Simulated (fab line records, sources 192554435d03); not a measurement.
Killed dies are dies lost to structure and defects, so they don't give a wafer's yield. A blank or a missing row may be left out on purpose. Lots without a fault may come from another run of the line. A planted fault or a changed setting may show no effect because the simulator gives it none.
fab line records | flow n5_finfet
record lots=10 wafers=29 last_day=19
route steps=1938 shown BEOL_M0@716 BEOL_M4@1111 PASSIVATION@1936
lots that met no fault: from a run of the same line without faults
start_h: hours from the record's first day to the start of the lot's first wafer shown | wait_h: hours since the lot's step before | " the same as in the row above | L1.1+2: a row that stands for several wafers | - no value, or no start given | * or withheld: withheld | < > ~ a bound
route shown NAME@n: a module of which the file shows steps, and the number in the route of the first | usual: mean/standard deviation of fault-free wafers | same: alike in all rows | chamber/n: place in a boat | sites: the reading at each site | _std_site: their standard deviation | _edge_site: outer sites' mean less inner sites' | radius_mm: how far each site lies from the wafer's centre | mask NAME#n: copy n | behind: the tool/chamber that last shaped the wafer | hold: why the lot was held/for how many hours/how that ended | device: the transistor (n, p or np) that didn't switch | end of line: the same wafers' tests at the end of the route | a step without rows: its recipe alone | killed: dies lost to structure and defects at the first sort, not the wafer's yield | map: a wafer's dies, x killed, . not, _ none there
set.NAME: the setting as run; set.NAME@STEP: as run at that earlier step | model.NAME: the simulator's own value behind a step, which no gauge read
steps of the route over a sample of lots; a table a step, a row a wafer
services: from which hour (start_h, from the record's first day; less than 0 if before it) a tool's chamber was out of use, for how many hours, and why
## steps
# step N5_BEOL_M0_HM_OPEN_105
# recipe chemistry=Cl2/BCl3 target_depth_a=120 target=TiN ion_energy_ev=150 pressure_mtorr=10 icp_w=1000 bias_w=126 Cl2_flow_sccm=53.25 bcl3_flow_sccm=21.75 Ar_flow_sccm=25
# usual drypump_motor_current_A=5.4/0.34 oes_ar_750_au=0.76/0.13 oes_product_au=0.77/0.13 throttle_valve_pct=21.93/0.2
# columns lot.wafer tool chamber start_h wait_h drypump_motor_current_A oes_ar_750_au oes_product_au rf_hours_counter_h throttle_valve_pct
L511.2 rie_metal-03 1 112.91 0.4 5.2 0.91 0.92 8 21.64
L511.3 " 1 " " 5.2 0.91 0.92 - 21.66
L511.5 " 1 " " 5.2 0.90 0.92 - 21.66
L512.2 rie_metal-03 0 125.17 4.7 5.3 0.61 0.62 133 22.18
L512.4 " 1 " " 5.2 0.90 0.91 - 21.65
L512.6 " 1 " " 5.2 0.90 0.91 - 21.65
L514.2 rie_metal-02 0 141.03 7.7 5.3 0.66 0.65 104 21.77
L514.4 " 0 " " 5.3 0.65 0.65 - 21.79
L514.6 " 0 " " 5.3 0.66 0.64 - 21.76
L518.2 rie_metal-02 1 160.26 3.7 5.8 0.63 0.63 117 21.97
L518.3 " 0 " " 5.3 0.66 0.65 - 21.76
L518.5 " 1 " " 5.8 0.63 0.64 - 21.98
L524.1 rie_metal-03 0 196.93 2.9 5.3 0.97 1.00 0 21.98
L524.2 " 1 " " 5.2 0.86 0.86 17 21.69
L527.1 rie_metal-03 1 211.83 0.7 5.2 0.86 0.86 18 21.70
L527.3 " 1 " " 5.2 0.86 0.86 - 21.67
L527.6 " 1 " " 5.2 0.85 0.86 - 21.68
L529.1 rie_metal-03 1 224.48 1.0 5.2 0.86 0.85 19 21.70
L529.5 " 1 " " 5.2 0.86 0.85 - 21.69
L529.6 " 0 " " 5.4 0.95 0.96 - 22.00
L530.2 rie_metal-03 0 229.25 1.1 5.3 0.94 0.97 3 21.98
L530.4 " 0 " " 5.4 0.93 0.96 - 21.98
L530.6 " 1 " " 5.2 0.85 0.86 - 21.69
L532.2 rie_metal-03 1 244.43 3.3 5.3 0.85 0.85 21 21.69
L532.5 " 1 " " 5.2 0.84 0.85 - 21.68
L532.6 " 0 " " 5.3 0.93 0.95 - 21.99
L533.1 rie_metal-01 1 252.97 2.5 6.1 0.66 0.67 92 22.02
L533.3 " 1 " " 6.1 0.67 0.67 - 22.01
L533.4 " 0 " " 5.1 0.67 0.67 - 22.26
# step N5_BEOL_M0_STRIP_140
# recipe chemistry=CF4 resist=SiARC power_w=300 bias_power_w=75 pressure_mtorr=50 cf4_flow_sccm=150 rf_frequency_hz=6e+07
# usual drypump_motor_current_A=5.9/0.52 oes_product_au=0.78/0.076 rf_vpp_V=272.1/1.7 showerhead_plenum_p_Torr=1.84/0.055 throttle_valve_pct=13.58/0.19
# columns lot.wafer tool chamber start_h wait_h drypump_motor_current_A oes_product_au rf_hours_counter_h rf_vpp_V showerhead_plenum_p_Torr throttle_valve_pct
L511.2 rie_diel-02 1 113.10 0.1 5.0 0.91 14 269.8 1.76 13.32
L511.3 " 2 " " 6.0 0.70 228 270.3 1.70 13.92
L511.5 " 2 " " 6.0 0.70 - 270.0 1.70 13.94
L512.2 rie_diel-03 2 125.48 0.3 5.8 0.93 8 273.1 1.91 13.52
L512.4 " 0 " " 6.4 0.70 246 271.4 1.84 13.77
L512.6 " 2 " " 5.8 0.92 - 276.7 1.91 13.54
L514.2 rie_diel-03 3 141.52 0.4 6.1 0.76 139 271.6 1.80 13.60
L514.4 " 1 " " 6.7 0.74 - 272.0 1.86 13.31
L514.6 " 2 " " 5.8 0.91 - 272.9 1.91 13.52
L518.2 rie_diel-03 2 160.43 0.1 5.8 0.88 23 274.1 1.90 13.55
L518.3 " 3 " " 6.1 0.75 148 272.8 1.80 13.64
L518.5 " 1 " " 6.7 0.74 - 272.8 1.85 13.31
L524.1 rie_diel-05 3 197.27 0.3 6.4 0.72 194 271.9 1.85 13.83
L524.2 " 1 " " 4.9 0.85 54 269.4 1.74 13.31
L527.1 rie_diel-05 2 212.21 0.3 5.9 0.69 239 273.8 1.84 13.58
L527.3 " 3 " " 6.4 0.71 200 271.7 1.85 13.85
L527.6 " 0 " " 5.7 0.73 - 272.2 1.87 13.72
L529.1 rie_diel-05 1 224.85 0.3 4.9 0.84 66 271.3 1.74 13.33
L529.5 " 2 " " 5.9 0.69 - 269.9 1.84 13.59
L529.6 " 1 " " 4.9 0.84 - 271.0 1.74 13.33
L530.2 rie_diel-05 1 229.61 0.3 4.9 0.84 69 268.5 1.74 13.32
L530.4 " 0 " " 5.7 0.73 146 273.7 1.87 13.73
L530.6 " 3 " " 6.4 0.69 - 273.0 1.85 13.86
L532.2 rie_diel-05 3 244.60 0.1 6.4 0.70 212 274.0 1.85 13.89
L532.5 " 3 " " 6.4 0.70 - 272.0 1.85 13.90
L532.6 " 0 " " 5.6 0.72 - 272.7 1.87 13.77
L533.1 rie_diel-03 3 253.26 0.2 6.1 0.72 184 271.5 1.79 13.71
L533.3 " 1 " " 6.7 0.71 201 273.7 1.84 13.38
L533.4 " 0 " " 6.4 0.86 31 271.6 1.83 13.28
# step N5_BEOL_M0_ALD_136
# recipe material=TaN target_thk_a=* temp_c=275 ald_precursor_family=PDMAT ald_co_reactant=NH3 pressure_torr=3 carrier_flow_sccm=1500 pulse_time_s=2 purge_time_s=3 co_reactant_purge_time_s=2 co_reactant_pulse_time_s=3 ald_cycles=30 precursor_vessel_temp_c=75 precursor_vessel_pressure_torr=26.25 precursor_vessel_carrier_sccm=1000
# usual co_reactant_pulse_time_s=3/0 heater_power_w=423/78 precursor_vessel_carrier_sccm=999.8/2.9
# same purge_time_s=3
# columns lot.wafer tool chamber start_h wait_h co_reactant_pulse_time_s heater_power_w precursor_vessel_carrier_sccm
L511.2 ald_metal-04 2 115.75 0.0 3 380 995.5
L511.3 " 3 " " 3 512 1001.3
L511.5 " 3 " " 3 506 1001.9
L512.2 ald_metal-01 2 129.47 0.1 3 443 995.1
L512.4 " 1 " " 3 363 998.9
L512.6 " 2 " " 3 427 997.9
L514.2 ald_metal-01 0 143.01 0.3 3 432 1004.9
L514.4 " 1 " " 3 367 1000.6
L514.6 " 1 " " 3 365 999.5
L518.2 ald_metal-01 0 161.49 0.0 3 438 997.2
L518.3 " 1 " " 3 367 999.6
L518.5 " 0 " " 3 430 996.6
L524.1 ald_metal-01 1 198.23 0.1 3.6315 371 1000.0
L524.2 " 3 " " 3 344 1003.8
L527.1 ald_metal-01 3 213.76 0.1 3.6315 341 1002.4
L527.3 " 1 " " 3 364 999.2
L527.6 " 3 " " 3.6315 339 1000.6
L529.1 ald_metal-02 1 226.08 0.1 3 387 1002.5
L529.5 " 3 " " 3 316 1001.5
L529.6 " 2 " " 3 634 998.5
L530.2 ald_metal-02 3 230.77 0.0 3 324 1001.2
L530.4 " 0 " " 3 388 999.6
L530.6 " 3 " " 3 323 1002.2
L532.2 ald_metal-02 2 245.71 0.0 3 615 1005.1
L532.5 " 0 " " 3 392 999.2
L532.6 " 1 " " 3 409 1000.8
L533.1 ald_metal-02 3 256.71 0.0 3 332 1002.6
L533.3 " 1 " " 3 413 1001.3
L533.4 " 2 " " 3 618 1003.8
# step N5_BEOL_M0_ANNEAL_117
# recipe temp_c=400 time_s=60 ambient=vacuum
# usual heater_power_w=808/47
# columns lot.wafer tool chamber start_h wait_h heater_power_w
L511.2 pvd_sputter-02 - 116.37 0.0 877
L511.3 " - " " 785
L511.5 " - " " 799
L512.2 pvd_sputter-02 - 130.22 0.0 791
L512.4 " - " " 797
L512.6 " - " " 882
L514.2 pvd_sputter-03 - 144.80 0.0 822
L514.4 " - " " 803
L514.6 " - " " 822
L518.2 pvd_sputter-03 - 161.98 0.0 807
L518.3 " - " " 861
L518.5 " - " " 848
L524.1 pvd_sputter-01 - 198.77 0.0 699
L524.2 " - " " 845
L527.1 pvd_sputter-01 - 214.60 0.0 795
L527.3 " - " " 866
L527.6 " - " " 701
L529.1 pvd_sputter-01 - 228.25 0.0 789
L529.5 " - " " 851
L529.6 " - " " 849
L530.2 pvd_sputter-03 - 231.39 0.0 786
L530.4 " - " " 837
L530.6 " - " " 824
L532.2 pvd_sputter-02 - 248.21 0.0 788
L532.5 " - " " 884
L532.6 " - " " 825
L533.1 pvd_sputter-01 - 257.26 0.0 838
L533.3 " - " " 797
L533.4 " - " " 856
# step N5_BEOL_M4_RC_MEAS_101
# usual DIBL_N=36.4/1.4 DIBL_P=36.4/1.5 IOFF_N=0.156/0.022 IOFF_P=0.210/0.023 ION_N=675/9.1 ION_P=463/5.7 SS_N=71.6/0.45 SS_P=73.3/0.56 VT_N=250/3.1 VT_P=-250.3/2.3
# columns lot.wafer tool chamber start_h wait_h DIBL_N[mV/V] DIBL_P[mV/V] IOFF_N[nA/um] IOFF_P[nA/um] ION_N[uA/um] ION_P[uA/um] SS_N[mV/dec] SS_P[mV/dec] VT_N[mV] VT_P[mV]
L511.2 prober-01 0 198.47 0.2 35.5 32.1 0.117 0.181 667 459 71.3 73.0 259 -252.0
L511.3 " 0 " " 38.7 36.9 0.175 0.263 674 463 72.3 73.6 249 -247.5
L511.5 " 0 " " 37.8 35.6 0.158 0.238 680 465 72.1 74.2 251 -249.4
L512.2 prober-01 0 202.31 0.2 36.4 38.4 0.172 0.220 680 464 71.4 73.1 248 -247.6
L512.4 " 0 " " 34.4 36.0 0.147 0.183 676 466 71.8 73.3 251 -254.1
L512.6 " 0 " " 35.7 37.3 0.159 0.201 680 463 71.4 73.2 252 -251.3
L514.2 prober-01 0 204.34 0.2 36.2 35.6 0.170 0.205 681 461 72.0 73.3 244 -249.8
L514.4 " 0 " " 36.3 34.6 0.162 0.180 673 455 71.7 73.7 249 -252.2
L514.6 " 0 " " 35.1 34.0 0.144 0.169 677 454 71.5 73.6 250 -253.3
L518.2 prober-02 0 234.52 0.2 37.4 37.3 0.160 0.195 667 455 71.1 73.6 248 -254.0
L518.3 " 0 " " 37.6 37.7 0.155 0.200 667 455 71.7 73.8 253 -252.8
L518.5 " 0 " " 37.8 37.5 0.163 0.206 670 464 71.4 73.9 249 -251.3
L524.1 prober-01 0 275.01 0.0 39.9 36.8 0.185 0.245 683 464 70.8 73.8 248 -249.2
L524.2 " 0 " " 36.8 32.7 0.114 0.179 657 461 70.9 72.2 254 -251.9
L527.1 prober-01 0 289.62 0.0 37.7 38.4 0.171 0.213 681 467 71.7 73.4 250 -251.3
L527.3 " 0 " " 37.9 38.2 0.176 0.225 681 465 72.3 73.7 249 -249.6
L527.6 " 0 " " 38.8 40.0 0.190 0.240 691 463 71.6 73.7 249 -248.2
L529.1 prober-02 0 306.09 0.0 39.0 37.6 0.191 0.251 683 470 72.0 73.5 250 -247.7
L529.5 " 0 " " 37.2 35.8 0.156 0.227 678 469 71.0 73.2 251 -247.3
L529.6 " 0 " " 37.0 35.3 0.150 0.210 674 462 71.3 73.4 253 -249.9
L530.2 prober-02 0 311.12 0.2 34.7 36.0 0.134 0.192 678 465 71.1 72.3 252 -251.0
L530.4 " 0 " " 34.6 35.4 0.130 0.187 661 459 71.7 72.1 251 -251.1
L530.6 " 0 " " 33.9 34.7 0.116 0.168 665 456 71.0 72.4 254 -252.2
L532.2 prober-01 0 317.64 0.2 37.2 37.8 0.178 0.224 680 465 71.8 73.4 246 -249.6
L532.5 " 0 " " 38.5 37.8 0.199 0.230 683 464 72.1 73.7 247 -250.2
L532.6 " 0 " " 36.9 36.5 0.160 0.202 681 466 71.9 73.5 248 -252.1
L533.1 prober-02 0 327.70 0.0 37.2 38.6 0.187 0.259 685 477 72.3 73.5 246 -249.3
L533.3 " 0 " " 36.8 37.0 0.166 0.228 671 465 72.1 74.1 248 -249.0
L533.4 " 0 " " 35.9 35.9 0.152 0.212 675 467 71.6 73.8 249 -250.1
# step N5_PASSIVATION_PROBE_49
# usual defect_limited_yield=91.5/1.3 killed_at_M0_to_M3=33/10 killed_at_M4_up=13/4 killed_at_contacts=12/6.3 killed_at_front_end=39/11 killed_at_other=3.4/2.6 killed_dies=100/15 killed_open=65/11 killed_short=34/7.8 sort_bin_5_function=5.0/0.89 sort_bin_6_memory=3.2/0.58 sort_n_pass=1080/15 sort_yield_pct=91.5/1.3
# same gross_dies=1180 killed_at_back_side=0 sort_bin_4_leakage[%]=0 sort_bin_8_speed[%]=0
# columns lot.wafer tool chamber start_h wait_h defect_limited_yield[%] killed_at_M0_to_M3 killed_at_M4_up killed_at_contacts killed_at_front_end killed_at_other killed_dies killed_open killed_short sort_bin_5_function[%] sort_bin_6_memory[%] sort_n_pass sort_yield_pct[%]
L512.2 prober-01 - 308.50 0.1 92.7 38 14 4 29 1 86 58 27 4.6 2.5 1094 92.7
L512.4 prober-01 - 308.60 0.2 91.4 30 15 14 40 3 102 58 38 5.1 2.9 1078 91.4
L512.6 prober-01 - 308.70 0.3 92.2 33 13 4 39 3 92 50 41 4.0 3.6 1088 92.2
L514.2 prober-01 - 312.88 0.1 91.6 39 12 11 37 0 99 67 30 4.7 3.5 1081 91.6
L514.4 prober-01 - 312.98 0.2 92.3 39 15 3 30 4 91 63 27 4.3 3.0 1089 92.3
L514.6 prober-01 - 313.08 0.3 94.2 11 14 9 31 3 68 48 18 2.8 2.6 1112 94.2
L524.1 prober-01 - 389.14 0.0 91.5 35 10 11 36 8 100 73 26 4.8 3.5 1080 91.5
L524.2 prober-01 - 389.19 0.1 91.5 23 18 8 44 7 100 63 37 5.1 3.1 1080 91.5
L527.1 prober-02 - 394.38 0.0 91.9 38 7 7 42 2 96 52 43 5.0 2.6 1084 91.9
L527.3 prober-02 - 394.48 0.1 91.8 34 15 2 43 3 97 49 43 4.2 3.3 1083 91.8
L527.6 prober-02 - 394.63 0.3 92.3 39 8 4 38 2 91 52 34 4.2 2.6 1089 92.3
L529.1 prober-01 - 416.77 0.0 91.1 37 14 20 32 2 105 66 36 4.6 3.6 1075 91.1
L529.5 prober-01 - 416.97 0.2 90.9 29 15 20 37 6 107 65 42 5.1 3.6 1073 90.9
L529.6 prober-01 - 417.02 0.3 90.7 29 12 18 50 1 110 60 48 5.3 3.1 1070 90.7
L530.2 prober-02 - 418.81 0.1 89.8 41 12 13 52 2 120 75 43 6.4 3.6 1060 89.8
L530.4 prober-02 - 418.91 0.2 88.6 34 11 16 71 2 134 87 45 6.6 4.2 1046 88.6
L530.6 prober-02 - 419.01 0.3 90.6 35 11 4 58 3 111 73 37 5.8 3.2 1069 90.6
L533.1 prober-02 - 452.39 0.0 91.5 40 7 3 50 0 100 66 33 5.1 3.1 1080 91.5
L533.3 prober-02 - 452.49 0.1 90.3 36 12 12 49 5 114 72 40 6.3 2.9 1066 90.3
L533.4 prober-02 - 452.54 0.2 90.1 36 7 16 58 0 117 74 42 5.9 3.8 1063 90.1
# killed by level:class
L512.2 BEOL_M2:geometric_particle:open=11 FIN_SAQP:geometric_particle:open=8 BEOL_M0_SAQP:geometric_particle:short=6 BEOL_M1:geometric_particle:open=6 BEOL_M0_SAQP:geometric_particle:open=5 BEOL_M3:geometric_particle:open=5 ILD0:geometric_particle:short=4 ILD0:geometric_particle:open=4
L512.4 MOL_CONTACT_COAG:geometric_particle:open=13 BEOL_M0_SAQP:geometric_particle:open=9 BEOL_M0_SAQP:geometric_particle:short=8 FIN_SAQP:geometric_particle:short=6 FIN_SAQP:geometric_particle:open=6 BEOL_M1:geometric_particle:open=6 STI_FIN_REVEAL:geometric_particle:open=4 GATE_CUT:geometric_particle:open=4
L512.6 STI_FIN_REVEAL:geometric_particle:open=10 BEOL_M0_SAQP:geometric_particle:short=7 BEOL_M0_SAQP:geometric_particle:open=7 ILD0:geometric_particle:short=6 BEOL_M4:geometric_particle:short=6 FIN_SAQP:geometric_particle:open=5 GATE_CUT:geometric_particle:short=5 BEOL_M2:geometric_particle:open=5
L514.2 BEOL_M0_SAQP:geometric_particle:open=12 MOL_CONTACT_COAG:geometric_particle:open=11 BEOL_M0_SAQP:geometric_particle:short=9 STI_FIN_REVEAL:geometric_particle:open=8 BEOL_M4:geometric_particle:open=8 BEOL_M2:geometric_particle:open=7 FIN_SAQP:geometric_particle:open=6 BEOL_M1:geometric_particle:open=6
L514.4 BEOL_M1:geometric_particle:open=10 BEOL_M4:geometric_particle:open=8 FIN_SAQP:geometric_particle:open=7 BEOL_M0_SAQP:geometric_particle:open=7 STI_FIN_REVEAL:geometric_particle:open=6 GATE_CUT:geometric_particle:open=6 BEOL_M0_SAQP:geometric_particle:short=6 BEOL_M2:geometric_particle:open=4
L514.6 MOL_CONTACT_COAG:geometric_particle:open=8 STI_FIN_REVEAL:geometric_particle:open=7 BEOL_M4:geometric_particle:open=5 DUMMY_GATE:geometric_particle:open=4 STARTING-WAFER:geometric_particle:short=4 GATE_CUT:geometric_particle:open=3 BEOL_M0_SAQP:geometric_particle:short=3 FIN_SAQP:geometric_particle:open=2
L524.1 STI_FIN_REVEAL:geometric_particle:open=13 MOL_CONTACT_COAG:geometric_particle:open=9 BEOL_M3:geometric_particle:open=7 BEOL_M0_SAQP:geometric_particle:open=6 FIN_SAQP:geometric_particle:short=5 BEOL_M0:geometric_particle:open=5 BEOL_M1:geometric_particle:open=5 BEOL_M2:geometric_particle:open=5
L524.2 FIN_SAQP:geometric_particle:short=10 STI_FIN_REVEAL:geometric_particle:open=10 FIN_SAQP:geometric_particle:open=8 MOL_CONTACT_COAG:geometric_particle:open=7 BEOL_M0_SAQP:geometric_particle:short=5 GATE_CUT:geometric_particle:short=4 BEOL_M1:geometric_particle:open=4 BEOL_M3:geometric_particle:open=4
L527.1 BEOL_M0_SAQP:geometric_particle:short=11 FIN_SAQP:geometric_particle:open=10 BEOL_M0_SAQP:geometric_particle:open=10 FIN_SAQP:geometric_particle:short=9 GATE_CUT:geometric_particle:short=6 MOL_CONTACT_COAG:geometric_particle:open=6 BEOL_M3:geometric_particle:open=4 STI_FIN_REVEAL:geometric_particle:open=3
L527.3 FIN_SAQP:geometric_particle:short=11 BEOL_M0_SAQP:geometric_particle:short=11 STI_FIN_REVEAL:geometric_particle:open=9 BEOL_M0_SAQP:geometric_particle:open=7 BEOL_M2:geometric_particle:open=7 BEOL_M4:geometric_particle:open=5 FIN_SAQP:geometric_particle:open=3 FIN_CUT:geometric_particle:short=3
L527.6 BEOL_M0_SAQP:geometric_particle:short=12 BEOL_M0_SAQP:geometric_particle:open=11 FIN_SAQP:geometric_particle:short=8 FIN_SAQP:geometric_particle:open=6 BEOL_M3:geometric_particle:open=6 BEOL_M2:geometric_particle:open=5 STI_FIN_REVEAL:geometric_particle:open=4 GATE_CUT:geometric_particle:open=3
L529.1 MOL_CONTACT_COAG:geometric_particle:open=15 BEOL_M2:geometric_particle:open=10 BEOL_M3:geometric_particle:open=10 BEOL_M2:geometric_particle:short=8 ILD0:geometric_particle:open=6 BEOL_M0_SAQP:geometric_particle:short=6 FIN_SAQP:geometric_particle:open=5 FIN_SAQP:geometric_particle:short=5
L529.5 MOL_CONTACT_COAG:geometric_particle:open=16 FIN_SAQP:geometric_particle:short=10 BEOL_M0_SAQP:geometric_particle:open=7 BEOL_M0_SAQP:geometric_particle:short=7 BEOL_M3:geometric_particle:open=6 STI_FIN_REVEAL:geometric_particle:open=5 BEOL_M4:geometric_particle:open=5 DUMMY_GATE:geometric_particle:open=4
L529.6 FIN_SAQP:geometric_particle:short=15 MOL_CONTACT_COAG:geometric_particle:open=13 BEOL_M3:geometric_particle:open=7 STARTING-WAFER:geometric_particle:short=7 BEOL_M2:geometric_particle:short=6 BEOL_M2:geometric_particle:open=6 FIN_SAQP:geometric_particle:open=5 STI_FIN_REVEAL:geometric_particle:open=5
L530.2 STI_FIN_REVEAL:geometric_particle:open=12 FIN_SAQP:geometric_particle:open=11 MOL_CONTACT_COAG:geometric_particle:open=9 BEOL_M2:geometric_particle:open=9 BEOL_M0_SAQP:geometric_particle:open=8 BEOL_M0_SAQP:geometric_particle:short=7 BEOL_M3:geometric_particle:open=6 BEOL_M4:geometric_particle:open=6
L530.4 STI_FIN_REVEAL:geometric_particle:open=15 FIN_SAQP:geometric_particle:open=13 MOL_CONTACT_COAG:geometric_particle:open=13 FIN_SAQP:geometric_particle:short=10 BEOL_M0_SAQP:geometric_particle:short=10 GATE_CUT:geometric_particle:short=7 BEOL_M0_SAQP:geometric_particle:open=7 DUMMY_GATE:geometric_particle:open=6
L530.6 STI_FIN_REVEAL:geometric_particle:open=16 FIN_SAQP:geometric_particle:open=14 BEOL_M0_SAQP:geometric_particle:short=9 BEOL_M3:geometric_particle:open=8 BEOL_M4:geometric_particle:open=6 BEOL_M0_SAQP:geometric_particle:open=6 FIN_SAQP:geometric_particle:short=3 SPACER0:geometric_particle:short=3
L533.1 STI_FIN_REVEAL:geometric_particle:open=11 BEOL_M2:geometric_particle:open=11 FIN_SAQP:geometric_particle:open=10 BEOL_M0_SAQP:geometric_particle:open=7 DUMMY_GATE:geometric_particle:open=5 BEOL_M0_SAQP:geometric_particle:short=5 BEOL_M0:geometric_particle:open=5 FIN_SAQP:geometric_particle:short=4
L533.3 FIN_SAQP:geometric_particle:open=16 MOL_CONTACT_COAG:geometric_particle:open=9 BEOL_M0_SAQP:geometric_particle:short=8 BEOL_M2:geometric_particle:open=8 STI_FIN_REVEAL:geometric_particle:open=7 FIN_SAQP:geometric_particle:short=5 STI_FIN_REVEAL:geometric_particle:short=5 BEOL_M1:geometric_particle:open=5
L533.4 STI_FIN_REVEAL:geometric_particle:open=19 MOL_CONTACT_COAG:geometric_particle:open=12 BEOL_M0_SAQP:geometric_particle:short=11 FIN_SAQP:geometric_particle:open=9 BEOL_M0_SAQP:geometric_particle:open=8 GATE_CUT:geometric_particle:short=6 DUMMY_GATE:geometric_particle:open=5 FIN_SAQP:geometric_particle:short=4
## services
# columns tool chamber start_h hours kind
ald_metal-04 - 92.53 1.1 repair
ald_metal-01 3 95.73 23.2 repair
rie_diel-03 - 99.11 2.8 pm
ald_metal-01 - 112.48 8.7 pm
rie_metal-01 - 113.53 1.1 repair
ald_metal-04 2 122.96 25.0 repair
rie_diel-02 3 127.94 2.0 repair
pvd_sputter-01 - 139.40 1.8 repair
ald_metal-01 - 148.22 1.2 pm
ald_metal-04 - 149.17 8.7 pm
ald_metal-01 2 151.27 28.5 repair
rie_metal-01 0 154.55 3.4 repair
ald_metal-02 2 155.50 3.8 repair
rie_metal-03 0 171.15 - clean
ald_metal-04 0 171.20 1.6 repair
pvd_sputter-02 - 186.11 7.3 repair
ald_metal-02 0 189.12 17.4 repair
rie_diel-05 3 191.40 1.4 repair
rie_metal-02 - 213.88 0.3 repair
rie_diel-03 1 222.81 2.7 repair
rie_metal-03 - 228.89 0.2 repair
rie_diel-02 0 236.29 1.6 repair
rie_diel-05 2 248.47 1.5 repair
rie_diel-03 0 253.76 5.9 repair
## key
first_sign step=N5_BEOL_M0_ALD_136 reading=co_reactant_pulse_time_s direction=up sigmas=99+ usual=* struck=*
effect none on later readings
met_at N5_BEOL_M0_ALD_136
struck_lots L524,L527
struck_wafers L524.1,L527.1,L527.6
not_acting_at N5_BEOL_M0_HM_OPEN_105,N5_BEOL_M0_STRIP_140,N5_BEOL_M0_ANNEAL_117
onset_between 161.49 198.23
fault kind=process_parameter_drift tool=ald_metal-01 chamber=- onset_h=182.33 steps=N5_BEOL_M0_ALD_136 channel=co_reactant_pulse_time_s offset=* shape=step end_h=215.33 scope=struck_wafers_only acts_in=* stated=*
